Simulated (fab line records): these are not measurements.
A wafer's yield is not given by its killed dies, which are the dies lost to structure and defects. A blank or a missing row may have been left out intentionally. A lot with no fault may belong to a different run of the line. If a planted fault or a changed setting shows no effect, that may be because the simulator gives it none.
fab line records    flow n5-finfet
record: lots: 7  wafers: 20  last-day: 17
route steps=1938 shown BEOL_M2@859 BEOL_M4@1111
lots that met no fault: taken from a fault-free run of the same line
start-h: the number of hours between the record's first day and the start of the first shown wafer of the lot    wait-h: how many hours have passed since the lot's step before this one    " the same as in the row above    L1.1+2: one row covering several wafers at once    - no value present, or no start provided    * or withheld: withheld    < > ~ a bound
route shown NAME@n: a module of which the file shows steps, and the number in the route of the first    usual: mean and standard deviation over wafers with no fault    same: alike in all rows    chamber/n: place in a boat    sites: each site's reading    _std_site: their standard deviation    _edge_site: outer sites' mean less inner sites'    radius-mm: for every site, how far away it sits from the centre of the wafer    mask NAME#n: copy n    behind: the last tool/chamber to shape the wafer    hold: cause of the lot's hold/its duration in hours/its outcome    device: whichever transistor did not switch (one of n, p or np)    end of line: the route-end tests of the same wafers    for a step that has no rows: nothing shown but its recipe    killed: at the first sort, the dies lost to defects and structure; wafer yield is something else    map: the dies of a wafer, with x for killed, . for not killed, _ for no die there
set.NAME: the run value of the setting; set.NAME@STEP: its run value at that earlier step    model.NAME: the simulator's own value behind a step, which no gauge read
steps of the route over a sample of lots; a table a step, a row a wafer
services: when a tool's chamber went out of use (start-h, in hours from the record's first day, below 0 if earlier), for how many hours, and the reason
== steps ==
step: N5_BEOL_M2_ETCH_63
recipe: chemistry: CF4  target: SiARC  target-depth-a: 156  mask-material: CAR-EUV  time-s: 26  ion-energy-ev: 80  pressure-mtorr: 40  source-w: 545  bias-w: 36  Ar_flow_sccm: 100  cf4-flow-sccm: 100  ends: cleared
usual: drypump-motor-current-A: 5.9/0.45  etch-rf-on-time-s: 26.1/0.37  mfc-ar-sccm: 99.9/0.31  oes-product-au: 0.66/0.064  rf-vpp-V: 184.2/1.2  showerhead-plenum-p-Torr: 2.16/0.064  throttle-valve-pct: 15.58/0.22
lot.wafer  tool         chamber  start-h  wait-h  drypump-motor-current-A  etch-rf-on-time-s  mfc-ar-sccm  oes-product-au  rf-hours-counter-h  rf-vpp-V  showerhead-plenum-p-Torr  throttle-valve-pct
L947.3     rie-diel-04  2        160.77   0.0     5.8                      25.7               100.0        0.58            -                   184.1     2.20                      15.52
L947.4     "            0        "        "       6.6                      26.3               100.2        0.59            -                   183.6     2.03                      15.46
L947.5     "            2        "        "       5.8                      25.8               100.3        0.58            -                   184.4     2.20                      15.53
L948.1     rie-diel-04  0        164.56   0.0     6.6                      26.5               100.0        0.60            222                 183.8     2.03                      15.49
L948.2     "            2        "        "       5.8                      26.2               99.5         0.58            245                 183.9     2.20                      15.52
L948.6     "            0        "        "       6.6                      26.5               99.2         0.60            -                   182.5     2.03                      15.48
L951.1     rie-diel-05  2        179.48   0.0     6.6                      26.5               100.0        0.66            146                 182.7     2.14                      15.64
L951.3     "            3        "        "       5.6                      26.1               99.5         0.67            127                 185.2     2.24                      15.71
L951.6     "            3        "        "       5.6                      26.2               99.7         0.67            -                   186.4     2.24                      15.72
L950.2     rie-diel-05  2        182.01   0.0     6.6                      26.3               100.2        0.66            148                 184.0     2.14                      15.64
L950.3     "            3        "        "       5.5                      26.0               100.2        0.66            128                 186.4     2.24                      15.73
L960.1     rie-diel-04  3        234.50   0.0     5.7                      26.1               99.7         0.61            216                 183.8     2.20                      15.46
L960.3     "            2        "        "       5.8                      25.7               99.9         0.77            16                  184.0     2.19                      15.10
L960.6     "            1        "        "       5.7                      25.6               99.6         0.65            -                   184.4     2.14                      15.89
L965.1     rie-diel-04  2        264.21   0.0     5.7                      26.4               99.8         0.75            27                  184.0     2.19                      15.13
L965.2     "            0        "        "       6.6                      25.7               100.0        0.84            2                   186.4     2.28                      15.05
L965.6     "            1        "        "       5.6                      25.9               100.3        0.64            -                   183.2     2.13                      15.89
L966.2     rie-diel-01  3        278.52   0.0     5.1                      25.7               99.6         0.61            250                 181.5     2.03                      15.74
L966.3     "            2        "        "       6.6                      26.1               99.8         0.59            229                 183.4     2.12                      15.71
L966.5     "            3        "        "       5.1                      25.8               99.7         0.60            -                   182.4     2.02                      15.74
step: N5_BEOL_M2_VIA_ETCH_34
recipe: chemistry: C4F6/O2  target-depth-a: 694  mask-material: SOC  pressure-mtorr: 15  ion-energy-ev: 250  taper-deg: 4  time-s: 65.9  source-w: 350  bias-w: 170  Ar_flow_sccm: 300  C4F6_flow_sccm: 10  O2_flow_sccm: 10
usual: drypump-motor-current-A: 5.9/0.51  mfc-ar-sccm: 300.0/1  oes_ar_750_au: 0.79/0.077  oes-product-au: 0.79/0.081  rf-vpp-V: 666/5.3  showerhead-plenum-p-Torr: 2.86/0.084  throttle-valve-pct: 30.7/0.3
lot.wafer  tool         chamber  start-h  wait-h  drypump-motor-current-A  mfc-ar-sccm  oes_ar_750_au  oes-product-au  rf-hours-counter-h  rf-vpp-V  showerhead-plenum-p-Torr  throttle-valve-pct
L947.3     rie-diel-05  3        163.48   0.0     5.6                      300.5        0.79           0.78            119                 666       2.99                      30.9
L947.4     "            2        "        "       6.6                      299.1        0.78           0.78            139                 665       2.85                      30.6
L947.5     "            2        "        "       6.6                      300.4        0.79           0.77            -                   664       2.85                      30.6
L948.1     rie-diel-05  2        171.83   0.0     6.6                      299.8        0.78           0.77            143                 665       2.85                      30.6
L948.2     "            3        "        "       5.6                      300.9        0.78           0.78            123                 666       2.98                      30.9
L948.6     "            3        "        "       5.6                      300.7        0.78           0.79            -                   665       2.98                      30.9
L951.1     rie-diel-05  2        181.61   0.0     6.6                      298.7        0.78           0.77            148                 664       2.85                      30.6
L951.3     "            0        "        "       5.6                      300.4        0.82           0.82            85                  671       2.76                      30.4
L951.6     "            2        "        "       6.6                      298.9        0.78           0.77            -                   663       2.85                      30.6
L950.2     rie-diel-05  2        184.31   0.0     6.6                      297.7        0.78           0.77            149                 664       2.85                      30.6
L950.3     "            3        "        "       5.5                      300.6        0.78           0.77            129                 666       2.98                      30.9
L960.1     rie-diel-04  1        236.16   0.0     5.7                      300.9        0.76           0.76            153                 667       2.83                      31.0
L960.3     "            2        "        "       5.8                      300.7        0.89           0.89            17                  656       2.90                      30.3
L960.6     "            2        "        "       5.7                      299.8        0.89           0.89            -                   655       2.90                      30.3
L965.1     rie-diel-01  1        267.23   0.0     6.6                      299.9        0.83           0.84            89                  670       2.88                      31.3
L965.2     "            2        "        "       6.6                      300.4        0.69           0.68            225                 668       2.81                      30.8
L965.6     "            3        "        "       5.1                      299.1        0.70           0.70            -                   656       2.70                      30.7
L966.2     rie-diel-04  0        280.47   0.0     6.6                      300.8        0.94           0.94            10                  674       3.01                      30.1
L966.3     "            1        "        "       5.7                      298.3        0.76           0.75            170                 665       2.83                      31.0
L966.5     "            0        "        "       6.6                      298.8        0.94           0.96            -                   676       3.01                      30.1
step: N5_BEOL_M2_TRENCH_ETCH_37
recipe: chemistry: C4F6/O2  target-depth-a: 555.55  target: SiOC  time-s: 29.2  ion-energy-ev: 250  pressure-mtorr: 30  source-w: 355  bias-w: 185  Ar_flow_sccm: 300  C4F6_flow_sccm: 10  O2_flow_sccm: 10
usual: drypump-motor-current-A: 5.9/0.51  mfc-ar-sccm: 300.1/0.9  oes_ar_750_au: 0.79/0.076  oes-product-au: 0.79/0.081  rf-vpp-V: 666/5.4  showerhead-plenum-p-Torr: 2.87/0.084  throttle-valve-pct: 20.86/0.28
lot.wafer  tool         chamber  start-h  wait-h  drypump-motor-current-A  mfc-ar-sccm  oes_ar_750_au  oes-product-au  rf-hours-counter-h  rf-vpp-V  showerhead-plenum-p-Torr  throttle-valve-pct
L947.3     rie-diel-05  3        163.58   -       5.6                      301.4        0.79           0.79            120                 667       2.99                      21.00
L947.4     "            2        "        "       6.6                      301.1        0.79           0.78            139                 662       2.86                      20.85
L947.5     "            2        "        "       6.6                      300.0        0.78           0.78            -                   663       2.86                      20.83
L948.1     rie-diel-05  2        171.98   -       6.6                      300.2        0.78           0.78            143                 664       2.85                      20.84
L948.2     "            3        "        "       5.5                      300.2        0.78           0.78            123                 667       2.99                      21.00
L948.6     "            3        "        "       5.5                      300.4        0.78           0.78            -                   666       2.99                      21.01
L951.1     rie-diel-05  2        181.71   -       6.6                      300.3        0.77           0.77            148                 664       2.85                      20.86
L951.3     "            0        "        "       5.6                      300.8        0.82           0.82            85                  670       2.76                      20.66
L951.6     "            2        "        "       6.6                      300.1        0.78           0.77            -                   665       2.85                      20.86
L950.2     rie-diel-05  2        184.41   -       6.6                      299.2        0.78           0.78            149                 664       2.85                      20.85
L950.3     "            3        "        "       5.5                      301.8        0.79           0.77            129                 667       2.99                      21.00
L960.1     rie-diel-04  1        236.26   -       5.7                      299.6        0.77           0.74            153                 667       2.84                      21.12
L960.3     "            2        "        "       5.8                      299.9        0.89           0.89            17                  657       2.91                      20.34
L960.6     "            2        "        "       5.8                      298.7        0.89           0.88            -                   656       2.91                      20.37
L965.1     rie-diel-01  1        267.33   -       6.6                      302.0        0.83           0.84            90                  670       2.89                      21.29
L965.2     "            2        "        "       6.6                      299.5        0.70           0.68            225                 666       2.82                      20.91
L965.6     "            3        "        "       5.1                      298.6        0.71           0.71            -                   658       2.70                      20.94
L966.2     rie-diel-04  0        280.57   -       6.6                      301.1        0.94           0.96            10                  674       3.02                      20.26
L966.3     "            1        "        "       5.7                      299.3        0.75           0.75            170                 665       2.83                      21.17
L966.5     "            0        "        "       6.6                      299.9        0.93           0.95            -                   676       3.02                      20.26
step: N5_BEOL_M2_STRIP_97
recipe: chemistry: N2/H2  time-s: 10  power-w: 450  temp-c: 40  pressure-mtorr: 20  rf-frequency-hz: 6e+07  bias-power-w: 7  n2-flow-sccm: 200  h2-flow-sccm: 200
usual: drypump-motor-current-A: 5.9/0.51  n2-flow-sccm: 200.0/0.59  oes-product-au: 0.79/0.083  rf-vpp-V: 59.2/0.81  showerhead-plenum-p-Torr: 2.55/0.077  throttle-valve-pct: 23.5/0.35
lot.wafer  tool         chamber  start-h  wait-h  drypump-motor-current-A  n2-flow-sccm  oes-product-au  rf-hours-counter-h  rf-vpp-V  showerhead-plenum-p-Torr  throttle-valve-pct
L947.3     rie-diel-05  3        -        -       5.5                      200.3         0.79            120                 60.7      2.66                      23.5
L947.4     "            2        "        "       6.6                      199.7         0.78            139                 60.1      2.55                      23.4
L947.5     "            2        "        "       6.6                      199.2         0.77            -                   58.5      2.55                      23.4
L948.1     rie-diel-05  2        -        -       6.6                      199.4         0.77            143                 57.9      2.55                      23.4
L948.2     "            3        "        "       5.5                      200.3         0.78            123                 59.6      2.66                      23.4
L948.6     "            3        "        "       5.5                      200.4         0.78            -                   58.5      2.66                      23.5
L951.1     rie-diel-05  2        -        -       6.6                      198.9         0.77            148                 59.2      2.54                      23.4
L951.3     "            0        "        "       5.6                      199.9         0.83            85                  61.2      2.45                      23.1
L951.6     "            2        "        "       6.6                      198.5         0.78            -                   60.6      2.54                      23.4
L950.2     rie-diel-05  2        -        -       6.6                      201.0         0.77            149                 59.5      2.54                      23.4
L950.3     "            3        "        "       5.6                      199.2         0.78            129                 59.6      2.65                      23.5
L960.1     rie-diel-04  1        -        -       5.7                      199.5         0.77            153                 59.1      2.54                      24.0
L960.3     "            2        "        "       5.8                      200.5         0.90            17                  59.4      2.60                      23.2
L960.6     "            2        "        "       5.8                      199.5         0.90            -                   58.3      2.60                      23.2
L965.1     rie-diel-01  1        -        -       6.6                      199.1         0.82            90                  58.4      2.56                      24.3
L965.2     "            2        "        "       6.6                      199.6         0.69            225                 59.6      2.50                      23.6
L965.6     "            3        "        "       5.1                      199.5         0.70            -                   59.2      2.39                      23.5
L966.2     rie-diel-04  0        -        -       6.6                      199.7         0.97            10                  58.8      2.71                      23.1
L966.3     "            1        "        "       5.7                      200.3         0.74            170                 59.8      2.53                      24.1
L966.5     "            0        "        "       6.6                      199.9         0.97            -                   60.6      2.71                      23.0
step: N5_BEOL_M2_OCD_MEAS_38
usual: trench-depth-nm: 55.1/0.69
lot.wafer  tool    chamber  start-h  wait-h  trench-depth-nm
L947.3     ocd-02  -        163.73   -       55.2
L947.4     "       -        "        "       54.7
L947.5     "       -        "        "       55.4
L948.1     ocd-01  -        172.19   -       54.3
L948.2     "       -        "        "       55.3
L948.6     "       -        "        "       55.4
L951.1     ocd-02  -        181.86   -       54.6
L951.3     "       -        "        "       53.9
L951.6     "       -        "        "       45.9
L950.2     ocd-01  -        184.56   -       46.8
L950.3     "       -        "        "       54.5
L960.1     ocd-02  -        236.42   -       55.3
L960.3     "       -        "        "       56.1
L960.6     "       -        "        "       55.6
L965.1     ocd-01  -        267.48   -       55.4
L965.2     "       -        "        "       54.0
L965.6     "       -        "        "       55.2
L966.2     ocd-02  -        280.72   -       56.3
L966.3     "       -        "        "       55.0
L966.5     "       -        "        "       55.9
step: N5_BEOL_M2_THK_MEAS_53
recipe: thk-meas-gauge: xrf  reads: Cu_of_BEOL_M2_ECD_50
usual: M2_THK: 39.8/1.1
lot.wafer  tool           chamber  start-h  wait-h  M2_THK[nm]
L947.3     film-metro-02  -        167.54   -       41.3
L947.4     "              -        "        "       40.4
L947.5     "              -        "        "       39.6
L948.1     film-metro-02  -        175.60   -       40.2
L948.2     "              -        "        "       39.6
L948.6     "              -        "        "       40.0
L951.1     film-metro-01  -        185.89   -       42.2
L951.3     "              -        "        "       42.5
L951.6     "              -        "        "       32.3
L950.2     film-metro-02  -        188.03   -       30.9
L950.3     "              -        "        "       38.8
L960.1     film-metro-02  -        240.48   -       38.8
L960.3     "              -        "        "       38.1
L960.6     "              -        "        "       38.2
L965.1     film-metro-01  -        271.26   -       41.1
L965.2     "              -        "        "       40.2
L965.6     "              -        "        "       40.0
L966.2     film-metro-02  -        285.95   -       40.6
L966.3     "              -        "        "       39.4
L966.5     "              -        "        "       40.0
step: N5_BEOL_M2_RS_MEAS_58
recipe: thk-meas-gauge: four-point-probe  reads: Co_of_BEOL_M2_CO_CAP_55+Cu_of_BEOL_M2_ECD_50+Co_of_BEOL_M2_CVD_47+TaN_of_BEOL_M2_ALD_84
usual: M2_RS: 0.673/0.023
lot.wafer  tool           chamber  start-h  wait-h  M2_RS[ohm/sq]
L947.3     film-metro-01  -        167.80   0.1     0.632
L947.4     "              -        "        "       0.647
L947.5     "              -        "        "       0.658
L948.1     film-metro-01  -        175.89   0.1     0.669
L948.2     "              -        "        "       0.681
L948.6     "              -        "        "       0.675
L951.1     film-metro-01  -        186.23   0.1     0.633
L951.3     "              -        "        "       0.626
L951.6     "              -        "        "       0.890
L950.2     film-metro-02  -        188.29   0.1     0.921
L950.3     "              -        "        "       0.685
L960.1     film-metro-02  -        240.74   0.0     0.692
L960.3     "              -        "        "       0.703
L960.6     "              -        "        "       0.703
L965.1     film-metro-01  -        271.52   0.0     0.647
L965.2     "              -        "        "       0.662
L965.6     "              -        "        "       0.668
L966.2     film-metro-02  -        286.21   0.1     0.649
L966.3     "              -        "        "       0.674
L966.5     "              -        "        "       0.657
step: N5_BEOL_M4_RC_MEAS_101
usual: DIBL_N: 36.3/1.2  DIBL_P: 36.1/1.6  IOFF_N: 0.161/0.023  IOFF_P: 0.209/0.027  ION_N: 676/8.9  ION_P: 462/5.3  SERP_M2: 194/12  SERP_M2_max_site: 206/13  SS_N: 71.5/0.51  SS_P: 73.2/0.5  VT_N: 249.1/2.5  VT_P: -249.9/2.8
lot.wafer  tool       chamber  start-h  wait-h  DIBL_N[mV/V]  DIBL_P[mV/V]  IOFF_N[nA/um]  IOFF_P[nA/um]  ION_N[uA/um]  ION_P[uA/um]  SERP_M2[ohm/um]  SERP_M2_max_site[ohm/um]  SS_N[mV/dec]  SS_P[mV/dec]  VT_N[mV]  VT_P[mV]
L947.3     prober-02  0        185.41   0.3     35.5          34.7          0.126          0.169          658           450           189              207                       70.6          72.4          250.9     -255.3
L947.4     "          0        "        "       34.8          33.8          0.121          0.164          664           457           182              195                       69.9          72.7          252.8     -255.6
L947.5     "          0        "        "       36.0          35.1          0.137          0.182          672           459           185              201                       70.4          72.3          252.8     -254.5
L948.1     prober-02  0        196.58   0.0     37.6          36.7          0.184          0.262          682           471           192              204                       71.5          73.2          245.7     -246.9
L948.2     "          0        "        "       36.4          36.1          0.168          0.241          686           468           185              195                       71.5          73.4          247.2     -244.0
L948.6     "          0        "        "       37.9          37.3          0.192          0.272          678           465           192              208                       71.8          73.4          248.0     -243.8
L951.1     prober-02  0        206.31   0.0     36.9          34.3          0.153          0.203          670           467           171              191                       71.5          73.2          249.4     -248.5
L951.3     "          0        "        "       37.7          35.4          0.170          0.221          667           462           178              189                       71.7          72.8          247.7     -248.0
L951.6     "          0        "        "       36.9          34.6          0.166          0.202          674           459           237              258                       71.5          72.8          250.3     -252.3
L950.2     prober-01  0        211.89   0.2     34.3          34.7          0.129          0.158          664           450           251              268                       71.2          73.6          252.9     -256.2
L950.3     "          0        "        "       35.1          35.5          0.140          0.175          679           461           204              208                       71.3          73.3          248.6     -252.5
L960.1     prober-02  0        268.69   0.0     37.3          39.7          0.196          0.241          692           468           191              197                       71.8          73.2          245.1     -249.5
L960.3     "          0        "        "       37.7          39.0          0.200          0.229          687           466           200              209                       72.1          74.0          247.1     -250.1
L960.6     "          0        "        "       35.5          36.3          0.151          0.188          678           464           195              212                       71.4          73.0          249.1     -253.0
L965.1     prober-01  0        294.29   0.0     35.6          36.5          0.161          0.215          666           461           181              198                       71.9          73.0          249.0     -250.2
L965.2     "          0        "        "       36.1          37.8          0.182          0.238          681           461           195              213                       71.8          73.9          246.7     -247.1
L965.6     "          0        "        "       36.0          37.2          0.166          0.222          677           462           197              213                       72.7          73.7          248.1     -251.9
L966.2     prober-01  0        310.37   0.2     37.1          36.4          0.166          0.217          679           465           191              210                       71.8          73.3          250.1     -246.2
L966.3     "          0        "        "       36.0          35.6          0.143          0.202          674           463           206              216                       71.9          73.1          250.6     -248.4
L966.5     "          0        "        "       35.0          34.3          0.132          0.178          662           457           200              216                       71.6          73.4          251.1     -248.6
sites SERP_M2 radius-mm=0,75,75,75,75,140,140,140,140
L947.3 207 189 195 190 193 165 174 161 174
L948.1 204 192 193 204 194 164 169 173 164
L951.1 171 168 191 180 168 158 172 168 171
L950.2 265 268 251 256 266 240 215 230 238
L960.1 191 185 191 195 185 191 197 188 189
L965.1 198 180 189 195 186 176 166 181 169
L966.2 203 203 210 191 201 186 177 180 179
== services ==
tool         chamber  start-h  hours  kind
rie-diel-04  1        160.26   9.4    repair
rie-diel-05  1        168.24   -      clean
rie-diel-05  1        168.24   -      consumable-replace:esc
rie-diel-05  1        168.24   -      consumable-replace:focus-ring
rie-diel-05  1        168.24   23.1   scheduled-down
rie-diel-05  1        168.24   23.1   vent-cycle
rie-diel-04  2        175.20   -      clean
rie-diel-04  2        175.20   -      consumable-replace:focus-ring
rie-diel-04  2        175.20   17.6   scheduled-down
rie-diel-04  2        175.20   17.6   vent-cycle
rie-diel-01  -        182.64   29.3   repair
rie-diel-04  2        210.03   5.3    repair
rie-diel-04  1        217.31   5.0    repair
rie-diel-01  3        221.31   4.5    repair
rie-diel-04  0        226.04   -      clean
rie-diel-04  0        226.04   -      consumable-replace:focus-ring
rie-diel-04  0        226.04   -      consumable-replace:showerhead
rie-diel-04  0        226.04   31.1   scheduled-down
rie-diel-04  0        226.04   31.1   vent-cycle
rie-diel-01  2        240.16   6.1    repair
rie-diel-04  1        265.61   2.8    repair
rie-diel-04  1        270.86   4.3    repair
rie-diel-01  3        279.36   -      clean
rie-diel-01  3        279.36   -      consumable-replace:focus-ring
== key ==
first-sign: step: N5_BEOL_M2_OCD_MEAS_38  reading: trench-depth-nm  direction: down  sigmas: 13  usual: 55.1  struck: 46.4
effect: step: N5_BEOL_M2_THK_MEAS_53  reading: M2_THK  direction: down  sigmas: 7.2  usual: 39.8  struck: 31.6
effect: step: N5_BEOL_M2_RS_MEAS_58  reading: M2_RS  direction: up  sigmas: 10  usual: 0.673  struck: 0.906
effect: step: N5_BEOL_M4_RC_MEAS_101  reading: SERP_M2  direction: up  sigmas: 4.4  usual: 194  struck: 244
effect: step: N5_BEOL_M4_RC_MEAS_101  reading: SERP_M2_max_site  direction: up  sigmas: 4.5  usual: 206  struck: 263
met-at N5_BEOL_M2_TRENCH_ETCH_37
struck-lots L950,L951
struck-wafers L950.2,L951.6
not-acting-at N5_BEOL_M2_ETCH_63,N5_BEOL_M2_VIA_ETCH_34,N5_BEOL_M2_STRIP_97
onset-between 171.98 181.71
fault: kind: process-parameter-drift  tool: rie-diel-05  chamber: -  onset-h: 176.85  steps: N5_BEOL_M2_TRENCH_ETCH_37  channel: target-depth-a  offset: -85.416  shape: step  end-h: 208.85  scope: struck-wafers-only  acts-in: these-recipes-only  stated: 555.55
